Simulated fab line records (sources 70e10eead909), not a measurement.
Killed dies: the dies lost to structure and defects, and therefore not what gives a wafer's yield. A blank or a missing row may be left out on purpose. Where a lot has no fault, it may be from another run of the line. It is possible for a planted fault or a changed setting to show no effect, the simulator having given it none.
fab line records | flow nand_harc
record lots=6 | wafers=18 | last_day=32
route steps=1302 shown P_GATE@172
lots that met no fault: taken from a fault-free run of the same line
start_h: hours from the record's first day to the start of the lot's first wafer shown | wait_h: hours elapsed since this lot's preceding step | " same as the row above | L1.1+2: several wafers, shown together as one row | - value missing, or start not given | * or withheld: withheld | < > ~ a bound
route shown NAME@n: NAME is a module with steps in the file, n the number in the route of the first one | usual: average and standard deviation across the fault-free wafers | same: alike in all rows | chamber/n: place in a boat | sites: readings site by site | _std_site: standard deviation across them | _edge_site: outer sites' mean less inner sites' | radius_mm: for every site, how far away it sits from the centre of the wafer | mask NAME#n: copy n | behind: tool/chamber where the wafer was last shaped | hold: the reason the lot was held/the length of the hold in hours/how it ended | device: the n, p or np transistor that did not switch | end of line: tests run on the same wafers once the route is complete | a step without rows: its recipe alone | killed: not the wafer's yield, but the dies lost to structure and defects at the first sort | map: shows each die of a wafer: x if killed, . if not, _ if none is there
set.NAME: the setting the step ran with; set.NAME@STEP: the setting that earlier step ran with | model.NAME: the simulator's own value behind a step, which no gauge read
lots at some steps of the route; a table a step, a row a wafer
services: the hour from which a tool's chamber was out of use, counted from the record's first day as start_h (under 0 if before that day), plus the number of hours and why
## steps
# step NHARC_P_GATE_DESCUM_48
# recipe time_s=3 | o2_flow_sccm=200 | ar_flow_sccm=0 | bias_power_w=0 | chemistry=O2
# usual chamber_pressure_mTorr=60.00/0.054 | drypump_motor_current_A=5.6/0.42 | o2_flow_sccm=200.0/0.62 | oes_product_au=0.998/0.0089 | rf_vpp_V=57.7/0.97 | showerhead_plenum_p_Torr=1.92/0.088 | throttle_valve_pct=11.311/0.01
lot.wafer | tool        | chamber | start_h | wait_h | chamber_pressure_mTorr | drypump_motor_current_A | o2_flow_sccm | oes_product_au | rf_hours_counter_h | rf_vpp_V | showerhead_plenum_p_Torr | throttle_valve_pct
L670.1    | rie_diel-11 | 1       | 122.59  | -      | 59.99                  | 5.4                     | 200.0        | 1.023          | 2.5                | 58.0     | 2.06                     | 11.307
L670.4    | "           | 2       | "       | "      | 59.96                  | 6.3                     | 200.5        | 1.002          | 3.0                | 56.8     | 1.85                     | 11.318
L670.5    | "           | 1       | "       | "      | 59.96                  | 5.4                     | 199.1        | 1.020          | -                  | 58.6     | 2.06                     | 11.316
L681.2    | rie_diel-11 | 3       | 225.25  | -      | 59.90                  | 5.4                     | 199.7        | 0.996          | 8.5                | 58.6     | 1.91                     | 11.292
L681.5    | "           | 1       | "       | "      | 60.07                  | 5.4                     | 199.2        | 1.010          | -                  | 60.1     | 2.05                     | 11.309
L681.6    | "           | 2       | "       | "      | 59.88                  | 6.3                     | 198.9        | 0.986          | -                  | 57.4     | 1.85                     | 11.324
L682.1    | rie_diel-07 | 2       | 234.91  | -      | 60.02                  | 5.3                     | 198.7        | 0.979          | 5.0                | 58.0     | 1.80                     | 11.313
L682.2    | "           | 3       | "       | "      | 59.95                  | 5.7                     | 200.5        | 0.993          | 5.2                | 57.7     | 1.83                     | 11.318
L682.3    | "           | 1       | "       | "      | 59.98                  | 5.1                     | 201.1        | 1.001          | 5.6                | 57.6     | 1.91                     | 11.314
L683.1    | rie_diel-06 | 2       | 260.71  | -      | 60.07                  | 4.6                     | 199.2        | 0.992          | 7.5                | 57.3     | 2.03                     | 11.317
L683.3    | "           | 1       | "       | "      | 60.01                  | 5.6                     | 199.2        | 0.997          | 5.1                | 58.4     | 1.84                     | 11.307
L683.6    | "           | 2       | "       | "      | 60.06                  | 4.6                     | 199.7        | 0.993          | -                  | 58.5     | 2.03                     | 11.307
L684.3    | rie_diel-07 | 0       | 268.98  | -      | 60.09                  | 5.7                     | 200.3        | 0.994          | 8.2                | 58.5     | 1.83                     | 11.308
L684.1    | "           | 3       | "       | "      | 60.04                  | 5.7                     | 200.4        | 1.003          | 7.3                | 56.4     | 1.83                     | 11.315
L684.5    | "           | 1       | "       | "      | 59.97                  | 5.1                     | 198.7        | 0.996          | -                  | 58.8     | 1.91                     | 11.312
L688.1    | rie_diel-07 | 2       | 305.42  | -      | 60.08                  | 5.4                     | 200.2        | 0.998          | 0.1                | 57.1     | 1.80                     | 11.319
L688.2    | "           | 0       | "       | "      | 59.87                  | 5.6                     | 200.8        | 1.009          | 0.1                | 56.8     | 1.83                     | 11.301
L688.6    | "           | 2       | "       | "      | 59.99                  | 5.3                     | 200.3        | 0.995          | -                  | 56.2     | 1.80                     | 11.326
# step NHARC_P_GATE_IMPLANT_49
# recipe energy_kev=30 | dose_cm2=3e+15 | tilt_deg=7
# step NHARC_P_GATE_STRIP_111
# recipe power_w=1500 | temp_c=110 | time_s=250 | chemistry=N2/H2
# usual drypump_motor_current_A=5.8/0.54 | heater_power_w=88/6.8
lot.wafer | tool            | chamber | start_h | wait_h | drypump_motor_current_A | heater_power_w | rf_hours_counter_h
L670.1    | plasma_asher-02 | 1       | 123.00  | 0.2    | 5.1                     | 94             | 7
L670.4    | "               | 1       | "       | "      | 5.1                     | 93             | -
L670.5    | "               | 1       | "       | "      | 5.1                     | 95             | -
L681.2    | plasma_asher-02 | 0       | 225.60  | 0.2    | 5.0                     | 86             | 29
L681.5    | "               | 0       | "       | "      | 5.0                     | 85             | -
L681.6    | "               | 1       | "       | "      | 5.1                     | 94             | -
L682.1    | plasma_asher-01 | 1       | 235.28  | 0.2    | 6.2                     | 80             | 12
L682.2    | "               | 0       | "       | "      | 6.0                     | 96             | 12
L682.3    | "               | 0       | "       | "      | 6.0                     | 94             | -
L683.1    | plasma_asher-02 | 1       | 261.08  | 0.2    | 5.1                     | 93             | 0
L683.3    | "               | 1       | "       | "      | 5.1                     | 93             | -
L683.6    | "               | 0       | "       | "      | 5.0                     | 80             | -
L684.1    | plasma_asher-01 | 0       | 269.34  | 0.2    | 6.0                     | 93             | 19
L684.3    | "               | 0       | "       | "      | 6.0                     | 94             | -
L684.5    | "               | 0       | "       | "      | 6.1                     | 93             | -
L688.2    | plasma_asher-01 | 0       | 305.87  | 0.2    | 6.0                     | 93             | 26
L688.1    | "               | 1       | "       | "      | 6.2                     | 81             | 26
L688.6    | "               | 1       | "       | "      | 6.2                     | 80             | -
# step NHARC_P_GATE_STRIP_75
# recipe power_w=1500 | temp_c=250 | chemistry=O2
# usual drypump_motor_current_A=5.8/0.54 | heater_power_w=328/26
lot.wafer | tool            | chamber | start_h | wait_h | drypump_motor_current_A | heater_power_w | rf_hours_counter_h
L670.1    | plasma_asher-02 | 1       | 123.26  | 0.2    | 5.1                     | 350            | 7
L670.4    | "               | 1       | "       | "      | 5.1                     | 350            | -
L670.5    | "               | 1       | "       | "      | 5.1                     | 346            | -
L681.2    | plasma_asher-02 | 0       | 225.90  | 0.2    | 4.9                     | 323            | 30
L681.5    | "               | 0       | "       | "      | 4.9                     | 314            | -
L681.6    | "               | 1       | "       | "      | 5.1                     | 353            | -
L682.1    | plasma_asher-01 | 1       | 235.58  | 0.3    | 6.3                     | 302            | 12
L682.2    | "               | 0       | "       | "      | 6.0                     | 348            | 12
L682.3    | "               | 0       | "       | "      | 6.1                     | 350            | -
L683.1    | plasma_asher-02 | 1       | 261.39  | 0.3    | 5.1                     | 347            | 1
L683.3    | "               | 1       | "       | "      | 5.1                     | 345            | -
L683.6    | "               | 0       | "       | "      | 5.0                     | 288            | -
L684.1    | plasma_asher-01 | 0       | 269.64  | 0.3    | 6.0                     | 352            | 19
L684.3    | "               | 0       | "       | "      | 6.0                     | 349            | -
L684.5    | "               | 0       | "       | "      | 6.1                     | 356            | -
L688.2    | plasma_asher-01 | 0       | 306.17  | 0.3    | 6.0                     | 343            | 27
L688.1    | "               | 1       | "       | "      | 6.3                     | 304            | 27
L688.6    | "               | 1       | "       | "      | 6.3                     | 305            | -
# step NHARC_P_GATE_STRIP_50
# recipe time_s=900 | temp_c=130 | chemistry=SPM
# step NHARC_P_GATE_DEHYDRATE_51
# recipe temp_c=150 | time_s=120
# step NHARC_P_GATE_HMDS_52
# recipe time_s=30
# step NHARC_P_GATE_COAT_53
# recipe spin_rpm=3000
# step NHARC_P_GATE_SOFTBAKE_54
# recipe temp_c=122 | time_s=95
# step NHARC_P_GATE_EBR_55
# step NHARC_P_GATE_EXPOSE_56
# recipe na=0.6 | target_cd_nm=720 | dose_mj=14.81 | mask_id=P_PSD
# step NHARC_P_GATE_PEB_57
# recipe peb_temp_c=118 | peb_time_s=85
# step NHARC_P_GATE_DEVELOP_58
# recipe time_s=70
# usual chill_plate_temp_C=23.01/0.1 | exhaust_pa=45.2/0.82 | resist_line_temp_C=23.01/0.1
lot.wafer | tool           | chamber | start_h | wait_h | chill_plate_temp_C | exhaust_pa | resist_line_temp_C
L670.1    | litho_track-03 | 0       | 124     | -      | 22.96              | 43.5       | 22.88
L670.4    | "              | 0       | "       | "      | 23.03              | 44.2       | 23.06
L670.5    | "              | 0       | "       | "      | 22.78              | 44.2       | 22.98
L681.2    | litho_track-03 | -       | 226     | -      | -                  | -          | -
L681.5    | "              | -       | "       | "      | -                  | -          | -
L681.6    | "              | -       | "       | "      | -                  | -          | -
L682.1    | litho_track-03 | -       | 236     | -      | -                  | -          | -
L682.2    | "              | -       | "       | "      | -                  | -          | -
L682.3    | "              | -       | "       | "      | -                  | -          | -
L683.1    | litho_track-03 | 0       | 262     | -      | 22.90              | 45.3       | 22.92
L683.3    | "              | 0       | "       | "      | 23.02              | 44.7       | 23.10
L683.6    | "              | 0       | "       | "      | 22.75              | 45.3       | 22.89
L684.1    | litho_track-05 | 0       | 270     | -      | 22.97              | 44.6       | 23.00
L684.3    | "              | 0       | "       | "      | 23.00              | 45.2       | 23.23
L684.5    | "              | 0       | "       | "      | 22.94              | 45.4       | 23.16
L688.1    | litho_track-03 | 0       | 306     | -      | 23.03              | 44.7       | 23.03
L688.2    | "              | 0       | "       | "      | 23.23              | 45.9       | 23.23
L688.6    | "              | 0       | "       | "      | 23.21              | 44.7       | 23.02
# step NHARC_P_GATE_CD_MEAS_59
# recipe target_cd_nm=720 | landing_energy_ev=500
# usual cd_nm=719.5/1.8
lot.wafer | tool      | chamber | start_h | wait_h | cd_nm
L670.1    | cd_sem-02 | 0       | 124.17  | -      | 721.0
L670.4    | "         | 0       | "       | "      | 718.7
L670.5    | "         | 0       | "       | "      | 720.9
L681.2    | cd_sem-02 | 0       | 226.70  | -      | 717.0
L681.5    | "         | 0       | "       | "      | 721.8
L681.6    | "         | 0       | "       | "      | 723.4
L682.1    | cd_sem-02 | 0       | 236.50  | -      | 716.5
L682.2    | "         | 0       | "       | "      | 718.2
L682.3    | "         | 0       | "       | "      | 720.6
L683.1    | cd_sem-03 | 0       | 262.32  | -      | 719.1
L683.3    | "         | 0       | "       | "      | 715.8
L683.6    | "         | 0       | "       | "      | 721.0
L684.1    | cd_sem-03 | 0       | 270.57  | -      | 722.7
L684.3    | "         | 0       | "       | "      | 719.3
L684.5    | "         | 0       | "       | "      | 720.0
L688.1    | cd_sem-03 | 0       | 306.97  | -      | 723.6
L688.2    | "         | 0       | "       | "      | 719.5
L688.6    | "         | 0       | "       | "      | 720.4
## services
tool            | chamber | start_h | hours | kind
litho_track-03  | -       | 100.00  | 7.0   | pm
rie_diel-11     | 1       | 115.04  | 3.4   | repair
rie_diel-07     | -       | 117.25  | 9.0   | pm
litho_track-05  | -       | 124.00  | 7.0   | pm
rie_diel-06     | -       | 130.20  | 9.0   | pm
rie_diel-11     | 1       | 141.06  | 6.7   | repair
rie_diel-06     | 1       | 155.56  | 13.0  | repair
rie_diel-06     | 2       | 159.63  | 4.4   | repair
plasma_asher-01 | -       | 165.00  | 9.0   | pm
rie_diel-07     | 0       | 181.70  | 1.7   | repair
rie_diel-06     | 3       | 190.50  | 11.0  | repair
rie_diel-06     | 1       | 190.71  | 27.0  | repair
rie_diel-07     | 1       | 201.64  | 3.6   | repair
plasma_asher-02 | -       | 210.77  | 0.9   | repair
rie_diel-06     | 0       | 245.15  | 13.6  | repair
plasma_asher-02 | -       | 249.00  | 9.0   | pm
rie_diel-11     | -       | 255.67  | 9.0   | pm
rie_diel-07     | 0       | 269.50  | 6.0   | repair
litho_track-03  | -       | 275.00  | 7.0   | pm
plasma_asher-02 | -       | 278.78  | 1.4   | repair
rie_diel-07     | 3       | 289.90  | 22.3  | repair
rie_diel-07     | 0       | 293.56  | 9.5   | repair
rie_diel-07     | -       | 294.25  | 9.0   | pm
rie_diel-11     | 1       | 295.98  | 3.3   | repair
## key
first_sign step=NHARC_P_GATE_DEVELOP_58 | reading=tool_record | direction=missing
effect none on later readings
met_at NHARC_P_GATE_DEVELOP_58
struck_wafers L681.2,L681.5,L681.6,L682.1,L682.2,L682.3
sort_left_out L681.2,L681.5,L681.6,L682.1,L682.2,L682.3
tester_left_out L681,L682
onset_between 124 226
fault kind=skipped_step_whole | tool=litho_track-03 | chamber=- | onset_h=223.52 | steps=NHARC_P_GATE_DEVELOP_58 | scope=struck_lots_only
# tester_left_out: of these lots the tester's yield and bins aren't shown, on N5 and GAA mostly nor the transistor test; their killed dies are dies lost to structure and defects alone, not to doping, threshold or leakage, so they don't give the yield
# sort_left_out: the simulated sort isn't trusted on such a fault, so these wafers' sort isn't shown, and their yield isn't known
